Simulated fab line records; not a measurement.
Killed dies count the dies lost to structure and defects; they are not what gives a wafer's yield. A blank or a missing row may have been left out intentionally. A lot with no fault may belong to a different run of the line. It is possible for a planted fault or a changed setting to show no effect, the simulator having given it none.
fab line records | flow n5Finfet
record: lots: 5 | wafers: 15 | lastDay: 17
route steps=1938 shown BEOL_M14@1767 BEOL_M15@1773 PASSIVATION@1936
lots with no fault: from the same line, run without faults
startH: hours from the record's first day to the start of the lot's first wafer shown | waitH: hours since the lot's step before | " the same as in the row above | L1.1+2: several wafers, shown together as one row | - value missing, or start not given | * or withheld: withheld | < > ~ a bound
route shown NAME@n: NAME is a module with steps in the file, n the number in the route of the first one | usual: average and standard deviation across the fault-free wafers | same: alike in all rows | chamber/n: place in a boat | sites: the reading at each site | _std_site: the values' standard deviation | _edge_site: mean of outer sites minus mean of inner sites | radiusMm: for every site, how far away it sits from the centre of the wafer | mask NAME#n: copy n | behind: the most recent tool/chamber to have shaped the wafer | hold: what put the lot on hold/how long, in hours/how the hold closed | device: whichever transistor did not switch (one of n, p or np) | end of line: the tests these same wafers got at the end of their route | a step without rows: its recipe alone | killed: count of dies lost to structure and defects at first sort (not the wafer's yield) | map: a wafer's dies, marking killed ones x, the rest . and places with no die _
set.NAME: the setting as run; set.NAME@STEP: as run at that earlier step | model.NAME: the simulator's own value behind a step, which no gauge read
certain route steps with their lots: each step a table, each wafer a row
services: a tool's chamber out of use, with start hour (startH, from the record's first day; less than 0 if before it), hours out, and reason
== steps ==
step: N5_BEOL_M14_CMP_49
recipe: stopOn: SiO2 | tOverpolishS: 5.2 | downForcePsi: 2 | platenRpm: 80 | clearingPlatenDownForcePsi: 2 | clearingPlatenRpm: 80 | postCmpClean: cuAlkaline | targetThkNm: 560 | clearingPlatenPadVelocityMS: 1.5917 | padVelocityMS: 1.5917
usual: barrierFieldEndpointS: 11.31/0.3 | motorCurrentA: 8.1/0.8 | overpolishRunS: 5.199/0.0091 | padLifeWafers: 1023/720 | timeToEndpointS: 121/4.7
same: tOverpolishS: 5.2
lot.wafer | tool   | chamber | startH | waitH | barrierFieldEndpointS | motorCurrentA | overpolishRunS | padLifeWafers | timeToEndpointS
L162.1    | cmp-04 | 1       | 234.34 | 0.3   | 11.14                 | 8.1           | 5.203          | 1825          | 121
L162.4    | "      | 3       | "      | "     | 11.49                 | 9.6           | 5.203          | 1827          | 125
L162.6    | "      | 0       | "      | "     | 11.62                 | 7.3           | 5.204          | -             | 127
L168.1    | cmp-04 | 3       | 284.66 | 0.3   | 12.13                 | 9.9           | 5.203          | 2167          | 132
L168.6    | "      | 2       | "      | "     | 11.74                 | 7.7           | 5.204          | -             | 123
L168.5    | "      | 3       | "      | "     | 11.79                 | 9.5           | 5.198          | -             | 128
L176.3    | cmp-04 | 3       | 332.49 | 0.2   | 11.35                 | 9.8           | 5.197          | 308           | 120
L176.6    | "      | 1       | "      | "     | 11.20                 | 8.2           | 5.215          | -             | 119
L176.5    | "      | 2       | "      | "     | 11.05                 | 7.6           | 5.209          | -             | 116
L180.4    | cmp-03 | 3       | 354.51 | 0.2   | 10.81                 | 7.7           | 5.205          | 331           | 115
L180.3    | "      | 1       | "      | "     | 11.02                 | 8.1           | 5.200          | 333           | 117
L180.6    | "      | 3       | "      | "     | 10.87                 | 7.6           | 5.193          | -             | 113
L183.2    | cmp-04 | 1       | 375.84 | 0.2   | 11.19                 | 8.4           | 5.204          | 643           | 121
L183.3    | "      | 2       | "      | "     | 10.99                 | 7.5           | 5.201          | 644           | 118
L183.6    | "      | 0       | "      | "     | 11.52                 | 6.9           | 5.199          | -             | 123
step: N5_BEOL_M14_THK_MEAS_50
recipe: thkMeasGauge: xrf | reads: Cu_of_BEOL_M14_ECD_47
usual: M14_THK: 570/17
lot.wafer | tool         | chamber | startH | waitH | M14_THK[nm]
L162.1    | filmMetro-01 | -       | 234.60 | -     | 566
L162.4    | "            | -       | "      | "     | 558
L162.6    | "            | -       | "      | "     | 592
L168.1    | filmMetro-01 | -       | 284.92 | -     | 571
L168.5    | "            | -       | "      | "     | 570
L168.6    | "            | -       | "      | "     | 576
L176.3    | filmMetro-01 | -       | 332.71 | -     | 582
L176.5    | "            | -       | "      | "     | 552
L176.6    | "            | -       | "      | "     | 568
L180.3    | filmMetro-01 | -       | 354.77 | -     | 591
L180.4    | "            | -       | "      | "     | 556
L180.6    | "            | -       | "      | "     | 569
L183.2    | filmMetro-02 | -       | 376.09 | -     | 568
L183.3    | "            | -       | "      | "     | 613
L183.6    | "            | -       | "      | "     | 566
step: N5_BEOL_M14_PRE_CLEAN_52
recipe: gas: NH3 | timeS: 15 | tempC: withheld | rfPowerW: 300
step: N5_BEOL_M14_DEP_53
recipe: material: SiCN | targetThkA: 500 | tempC: withheld | precursor: 3MS/NH3 | pressureTorr: 3 | rfW: 675 | timeS: 17.8
usual: showerheadPlenumPTorr: 4.164/0.02 | throttleValvePct: 18.4/1.2
lot.wafer | tool     | chamber | startH | waitH | showerheadPlenumPTorr | sinceWetCleanH | throttleValvePct
L162.1    | pecvd-03 | 0       | 234.66 | 0.0   | 4.146                 | 1120           | 18.7
L162.4    | "        | 2       | "      | "     | 4.176                 | -              | 17.8
L162.6    | "        | 0       | "      | "     | 4.149                 | -              | 18.4
L168.1    | pecvd-03 | 1       | 284.98 | 0.0   | 4.176                 | 1895           | 18.0
L168.5    | "        | 1       | "      | "     | 4.188                 | -              | 17.8
L168.6    | "        | 0       | "      | "     | 4.147                 | -              | 18.6
L176.3    | pecvd-01 | 1       | 332.77 | 0.0   | 4.173                 | 2124           | 21.2
L176.5    | "        | 1       | "      | "     | 4.158                 | -              | 21.0
L176.6    | "        | 2       | "      | "     | 4.174                 | -              | 18.1
L180.3    | pecvd-03 | 0       | 354.83 | 0.0   | 4.140                 | 1240           | 18.3
L180.4    | "        | 1       | "      | "     | 4.180                 | -              | 18.0
L180.6    | "        | 2       | "      | "     | 4.183                 | -              | 18.0
L183.2    | pecvd-02 | 0       | 376.16 | 0.0   | 4.152                 | 1080           | 19.0
L183.3    | "        | 1       | "      | "     | 4.205                 | 1805           | 17.9
L183.6    | "        | 0       | "      | "     | 4.146                 | -              | 19.0
step: N5_BEOL_M14_RS_MEAS_54
recipe: thkMeasGauge: four-point-probe | reads: Cu_of_BEOL_M14_ECD_47+Ta_of_BEOL_M14_SPUTTER_44+TaN_of_BEOL_M14_SPUTTER_43
usual: M14_RS: 0.0333/0.00092
lot.wafer | tool         | chamber | startH | waitH | M14_RS[ohm/sq]
L162.1    | filmMetro-01 | -       | 234.73 | 0.0   | 0.0336
L162.4    | "            | -       | "      | "     | 0.0341
L162.6    | "            | -       | "      | "     | 0.0322
L168.1    | filmMetro-01 | -       | 285.05 | 0.0   | 0.0333
L168.5    | "            | -       | "      | "     | 0.0337
L168.6    | "            | -       | "      | "     | 0.0332
L176.3    | filmMetro-02 | -       | 332.84 | 0.1   | 0.0326
L176.5    | "            | -       | "      | "     | 0.0342
L176.6    | "            | -       | "      | "     | 0.0331
L180.3    | filmMetro-02 | -       | 354.90 | 0.1   | 0.0320
L180.4    | "            | -       | "      | "     | 0.0342
L180.6    | "            | -       | "      | "     | 0.0335
L183.2    | filmMetro-02 | -       | 376.22 | 0.1   | 0.0335
L183.3    | "            | -       | "      | "     | 0.0311
L183.6    | "            | -       | "      | "     | 0.0337
step: N5_BEOL_M14_INSPECT_55
recipe: inspectInstrument: darkfield | mode: postDep
usual: rawDefectCount: 75/25
lot.wafer | tool             | chamber | startH | waitH | rawDefectCount
L162.1    | defectInspect-01 | -       | 234.75 | 0.0   | 75
L162.4    | "                | -       | "      | "     | 114
L162.6    | "                | -       | "      | "     | 151
L168.1    | defectInspect-01 | -       | 285.07 | 0.0   | 91
L168.5    | "                | -       | "      | "     | 112
L168.6    | "                | -       | "      | "     | 124
L176.3    | defectInspect-01 | -       | 332.86 | 0.0   | 40
L176.5    | "                | -       | "      | "     | 61
L176.6    | "                | -       | "      | "     | 69
L180.3    | defectInspect-01 | -       | 354.93 | 0.0   | 67
L180.4    | "                | -       | "      | "     | 38
L180.6    | "                | -       | "      | "     | 53
L183.2    | defectInspect-01 | -       | 376.25 | 0.0   | 74
L183.3    | "                | -       | "      | "     | 51
L183.6    | "                | -       | "      | "     | 55
step: N5_BEOL_M15_ILD_DEP_00
recipe: material: SiO2 | targetThkA: 16293 | tempC: 400 | precursor: TEOS/O2 | pressureTorr: 6.5 | rfW: 900 | teosFlowSccm: 161.4 | gas: O2 | flowSccm: 2650 | timeS: 346.1
usual: heaterPowerW: 523/91 | showerheadPlenumPTorr: 8.344/0.027 | throttleValvePct: 19.2/1.7
lot.wafer | tool     | chamber | startH | waitH | heaterPowerW | showerheadPlenumPTorr | sinceWetCleanH | throttleValvePct
L162.1    | pecvd-01 | 2       | 234.79 | 0.0   | 549          | 8.366                 | 541            | 18.2
L162.4    | "        | 2       | "      | "     | 625          | 8.361                 | -              | 18.4
L162.6    | "        | 0       | "      | "     | 571          | 8.311                 | -              | 20.0
L168.1    | pecvd-01 | 1       | 285.11 | 0.0   | 689          | 8.375                 | 2077           | 22.1
L168.5    | "        | 1       | "      | "     | 644          | 8.357                 | -              | 22.0
L168.6    | "        | 1       | "      | "     | 528          | 8.354                 | -              | 22.1
L176.3    | pecvd-04 | 1       | 332.90 | 0.0   | 541          | 8.319                 | 1581           | 18.9
L176.5    | "        | 0       | "      | "     | 369          | 8.324                 | -              | 19.2
L176.6    | "        | 2       | "      | "     | 404          | 8.329                 | -              | 16.5
L180.3    | pecvd-02 | 1       | 354.96 | 0.0   | 376          | 8.388                 | 1784           | 18.4
L180.4    | "        | 1       | "      | "     | 465          | 8.399                 | -              | 18.2
L180.6    | "        | 0       | "      | "     | 711          | 8.318                 | -              | 19.8
L183.2    | pecvd-01 | 0       | 376.28 | 0.0   | 571          | 8.325                 | 1443           | 19.9
L183.3    | "        | 1       | "      | "     | 590          | 8.368                 | 2168           | 21.9
L183.6    | "        | 2       | "      | "     | 633          | 8.372                 | -              | 18.9
step: N5_BEOL_M15_THK_MEAS_01
recipe: reads: SiO2_of_BEOL_M15_ILD_DEP_00
usual: M15_ILD_THK: 1632/21
lot.wafer | tool         | chamber | startH | waitH | M15_ILD_THK[nm]
L162.1    | filmMetro-02 | -       | 235.04 | 0.1   | 1595
L162.4    | "            | -       | "      | "     | 1628
L162.6    | "            | -       | "      | "     | 1597
L168.1    | filmMetro-02 | -       | 285.79 | 0.6   | 1633
L168.5    | "            | -       | "      | "     | 1661
L168.6    | "            | -       | "      | "     | 1653
L176.3    | filmMetro-02 | -       | 333.15 | 0.1   | 1638
L176.5    | "            | -       | "      | "     | 1624
L176.6    | "            | -       | "      | "     | 1665
L180.3    | filmMetro-02 | -       | 355.21 | 0.1   | 1617
L180.4    | "            | -       | "      | "     | 1652
L180.6    | "            | -       | "      | "     | 1646
L183.2    | filmMetro-02 | -       | 376.54 | 0.1   | 1601
L183.3    | "            | -       | "      | "     | 1628
L183.6    | "            | -       | "      | "     | 1632
step: N5_BEOL_M15_COAT_58
recipe: resist: BARC | tempC: 205 | timeS: 60 | spinRpm: 1500 | resistThkNm: 89
step: N5_BEOL_M15_COAT_04
recipe: spinRpm: 1704 | resistThkNm: 800
step: N5_BEOL_M15_EBR_06
recipe: solvent: PGMEA | ebrWidthMm: 1.5
step: N5_BEOL_M15_SOFTBAKE_05
recipe: tempC: 130 | timeS: 60
step: N5_BEOL_M15_EXPOSE_07
recipe: maskId: V14 | na: 0.8 | sourceShape: annular | sigmaInner: 0.5 | sigmaOuter: 0.8 | polarization: unpolarized | attpsmPhaseDeg: 180 | doseMj: 41.25
usual: exposureDoseMJCm2: 41.34/0.13
same: na: 0.8
lot.wafer | tool          | chamber | startH | waitH | mask  | exposureDoseMJCm2
L162.1    | krfScanner-02 | 0       | 235.30 | -     | V14#0 | 41.51
L162.4    | "             | 0       | "      | "     | V14#0 | 41.43
L162.6    | "             | 0       | "      | "     | V14#0 | 41.43
L168.1    | krfScanner-01 | 0       | 285.93 | -     | V14#0 | 41.14
L168.5    | "             | 0       | "      | "     | V14#0 | 41.15
L168.6    | "             | 0       | "      | "     | V14#0 | 41.17
L176.3    | krfScanner-02 | 0       | 333.41 | -     | V14#0 | 40.26
L176.5    | "             | 0       | "      | "     | V14#0 | 40.23
L176.6    | "             | 0       | "      | "     | V14#0 | 40.22
L180.3    | krfScanner-01 | 0       | 355.48 | -     | V14#0 | 41.23
L180.4    | "             | 0       | "      | "     | V14#0 | 41.26
L180.6    | "             | 0       | "      | "     | V14#0 | 41.23
L183.2    | krfScanner-01 | 0       | 376.80 | -     | V14#0 | 41.23
L183.3    | "             | 0       | "      | "     | V14#0 | 41.17
L183.6    | "             | 0       | "      | "     | V14#0 | 41.19
step: N5_BEOL_M15_PEB_08
recipe: pebTempC: 130 | pebTimeS: 90
step: N5_BEOL_M15_DEVELOP_09
recipe: developTimeS: 45 | rinseLiquid: diw | dry: airSpin | devTempC: 21
step: N5_BEOL_M15_HARDBAKE_14
recipe: tempC: 130 | timeS: 120
step: N5_BEOL_M15_CD_MEAS_10
recipe: targetCdNm: 360 | landingEnergyEv: 500 | detector: seInlens | polarity: opening
usual: cdNm: 360.4/1.6
lot.wafer | tool     | chamber | startH | waitH | cdNm
L162.1    | cdSem-03 | 0       | 235.47 | -     | 358.9
L162.4    | "        | 0       | "      | "     | 361.8
L162.6    | "        | 0       | "      | "     | 358.8
L168.1    | cdSem-02 | 0       | 286.10 | -     | 361.0
L168.5    | "        | 0       | "      | "     | 362.7
L168.6    | "        | 0       | "      | "     | 362.3
L176.3    | cdSem-03 | 0       | 333.58 | -     | 365.5
L176.5    | "        | 0       | "      | "     | 382.3
L176.6    | "        | 0       | "      | "     | 376.9
L180.3    | cdSem-02 | 0       | 355.64 | -     | 359.5
L180.4    | "        | 0       | "      | "     | 358.2
L180.6    | "        | 0       | "      | "     | 358.1
L183.2    | cdSem-02 | 0       | 376.96 | -     | 362.3
L183.3    | "        | 0       | "      | "     | 361.6
L183.6    | "        | 0       | "      | "     | 363.7
step: N5_BEOL_M15_OVL_MEAS_11
recipe: pointsPerWafer: 44
usual: V14_OVL: -1/4.9
lot.wafer | tool       | chamber | startH | waitH | V14_OVL[nm]
L162.1    | overlay-01 | 0       | 235.50 | 0.0   | 2
L162.4    | "          | 0       | "      | "     | 3
L162.6    | "          | 0       | "      | "     | 2
L168.1    | overlay-01 | 0       | 286.13 | 0.0   | -6
L168.5    | "          | 0       | "      | "     | -6
L168.6    | "          | 0       | "      | "     | -2
L176.3    | overlay-02 | 0       | 333.61 | 0.0   | 1
L176.5    | "          | 0       | "      | "     | -5
L176.6    | "          | 0       | "      | "     | 4
L180.3    | overlay-01 | 0       | 355.67 | 0.0   | -3
L180.4    | "          | 0       | "      | "     | -4
L180.6    | "          | 0       | "      | "     | -3
L183.2    | overlay-02 | 0       | 376.99 | 0.0   | -2
L183.3    | "          | 0       | "      | "     | 2
L183.6    | "          | 0       | "      | "     | -2
step: N5_PASSIVATION_PROBE_49
usual: defectLimitedYield: 91.3/1.5 | killed_at_M0_to_M3: 34/9.4 | killed_at_M4_up: 13/5.3 | killedAtContacts: 13/5.7 | killedAtFrontEnd: 40/10 | killedAtOther: 3.7/2.8 | killedDies: 103/17 | killedOpen: 67/13 | killedShort: 35/8.5 | sort_bin_4_leakage: 0.00/0.016 | sort_bin_5_function: 5.0/0.98 | sort_bin_6_memory: 3.3/0.7 | sortNPass: 1077/17 | sortYieldPct: 91.3/1.5
same: grossDies: 1180 | killedAtBackSide: 0 | sort_bin_8_speed[%]: 0
lot.wafer | tool      | chamber | startH | waitH | defectLimitedYield[%] | killed_at_M0_to_M3 | killed_at_M4_up | killedAtContacts | killedAtFrontEnd | killedAtOther | killedDies | killedOpen | killedShort | sort_bin_4_leakage[%] | sort_bin_5_function[%] | sort_bin_6_memory[%] | sortNPass | sortYieldPct[%]
L162.1    | prober-01 | -       | 261.51 | 0.0   | 91.2                  | 38                 | 10              | 9                | 46               | 1             | 104        | 70         | 34          | 0                     | 4.7                    | 3.7                  | 1076      | 91.2
L162.4    | prober-01 | -       | 261.66 | 0.2   | 90.5                  | 29                 | 15              | 15               | 47               | 6             | 112        | 74         | 38          | 0                     | 6.0                    | 3.1                  | 1068      | 90.5
L162.6    | prober-01 | -       | 261.76 | 0.3   | 90.2                  | 39                 | 10              | 22               | 44               | 1             | 116        | 68         | 46          | 0                     | 5.4                    | 4.1                  | 1064      | 90.2
L168.1    | prober-01 | -       | 307.59 | 0.0   | 92.8                  | 26                 | 13              | 12               | 31               | 3             | 85         | 45         | 39          | 0                     | 3.2                    | 3.1                  | 1095      | 92.8
L168.5    | prober-01 | -       | 307.79 | 0.2   | 92.6                  | 24                 | 26              | 11               | 24               | 2             | 87         | 61         | 26          | 0                     | 4.7                    | 2.5                  | 1093      | 92.6
L168.6    | prober-01 | -       | 307.84 | 0.3   | 91.5                  | 33                 | 6               | 16               | 43               | 2             | 100        | 65         | 32          | 0                     | 5.3                    | 3.1                  | 1080      | 91.5
killed by level:class
L162.1 BEOL_M0_SAQP:geometricParticle:open=15 FIN_SAQP:geometricParticle:open=14 FIN_SAQP:geometricParticle:short=8 BEOL_M4:geometricParticle:open=7 BEOL_M1:geometricParticle:open=6 BEOL_M2:geometricParticle:open=6 GATE_CUT:geometricParticle:short=5 MOL_CONTACT_COAG:geometricParticle:open=5
L162.4 FIN_SAQP:geometricParticle:open=14 MOL_CONTACT_COAG:geometricParticle:open=13 BEOL_M4:geometricParticle:open=10 BEOL_M1:geometricParticle:open=7 GATE_CUT:geometricParticle:short=6 BEOL_M0:geometricParticle:open=5 BEOL_M3:geometricParticle:short=5 FIN_SAQP:geometricParticle:short=4
L162.6 MOL_CONTACT_COAG:geometricParticle:open=17 FIN_SAQP:geometricParticle:open=14 FIN_SAQP:geometricParticle:short=12 BEOL_M3:geometricParticle:open=10 BEOL_M1:geometricParticle:open=9 BEOL_M0_SAQP:geometricParticle:short=8 MOL_CONTACT_COAG:geometricParticle:short=5 GATE_CUT:geometricParticle:short=4
L168.1 FIN_SAQP:geometricParticle:short=10 MOL_CONTACT_COAG:geometricParticle:open=8 BEOL_M2:geometricParticle:open=7 BEOL_M1:geometricParticle:short=6 BEOL_M1:geometricParticle:open=5 GATE_CUT:geometricParticle:short=5 BEOL_M0_SAQP:geometricParticle:short=5 FIN_SAQP:geometricParticle:open=4
L168.5 MOL_CONTACT_COAG:geometricParticle:open=10 BEOL_M1:geometricParticle:open=7 BEOL_M4:geometricParticle:open=7 FIN_SAQP:geometricParticle:short=6 BEOL_M0_SAQP:geometricParticle:open=6 BEOL_M2:geometricParticle:open=6 BEOL_M6:geometricParticle:open=6 STI_FIN_REVEAL:geometricParticle:open=5
L168.6 BEOL_M2:geometricParticle:open=12 FIN_SAQP:geometricParticle:short=11 MOL_CONTACT_COAG:geometricParticle:open=11 FIN_SAQP:geometricParticle:open=10 STI_FIN_REVEAL:geometricParticle:open=10 BEOL_M1:geometricParticle:open=7 MOL_CONTACT_COAG:geometricParticle:short=5 BEOL_M0_SAQP:geometricParticle:short=5
== services ==
tool          | chamber | startH | hours | kind
krfScanner-01 | -       | 215.36 | 1.3   | pm
krfScanner-02 | -       | 221.36 | 0.8   | pm
krfScanner-01 | -       | 224.69 | 0.8   | pm
pecvd-03      | 2       | 237.15 | 4.5   | repair
krfScanner-02 | -       | 238.27 | 1.3   | pm
cmp-04        | -       | 239.30 | 0.7   | repair
cmp-03        | -       | 260.77 | 3.3   | pm
cmp-04        | -       | 262.37 | 5.8   | repair
pecvd-01      | 0       | 271.13 | 58.4  | repair
cmp-03        | -       | 273.35 | 1.4   | repair
krfScanner-02 | -       | 273.57 | 1.9   | repair
cmp-04        | -       | 279.00 | 5.4   | pm
pecvd-01      | 2       | 280.52 | 5.9   | repair
cmp-04        | -       | 287.56 | 4.0   | pm
cmp-03        | -       | 292.18 | 4.0   | pm
krfScanner-02 | -       | 310.60 | 4.0   | pm
cmp-03        | -       | 312.01 | 4.2   | repair
krfScanner-01 | -       | 323.27 | 4.4   | pm
krfScanner-02 | -       | 327.65 | 1.0   | pm
krfScanner-01 | -       | 329.32 | 1.0   | pm
pecvd-04      | -       | 330.61 | 0.5   | repair
cmp-04        | -       | 339.12 | 1.3   | repair
cmp-04        | -       | 344.77 | 1.8   | repair
cmp-04        | -       | 362.34 | 6.0   | pm
== key ==
firstSign: step: N5_BEOL_M15_EXPOSE_07 | reading: exposureDoseMJCm2 | direction: down | sigmas: 8.7 | usual: 41.34 | struck: 40.24
effect: step: N5_BEOL_M15_CD_MEAS_10 | reading: cdNm | direction: up | sigmas: 9.3 | usual: 360.4 | struck: 374.9 | through: controlLoop
metAt N5_BEOL_M15_EXPOSE_07
struckWafers L176.3,L176.5,L176.6
loopTrim: step: N5_BEOL_M15_EXPOSE_07 | setting: dose | lots: L176
onsetBetween 235.30 333.41
fault: kind: processParameterDrift | tool: krfScanner-02 | chamber: - | onsetH: 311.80 | steps: N5_BEOL_M15_EXPOSE_07 | channel: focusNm | offset: 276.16 | spreadByWafer: 0.3 | shape: step
loopTrim: a control loop set the setting to another value than it would have without faults
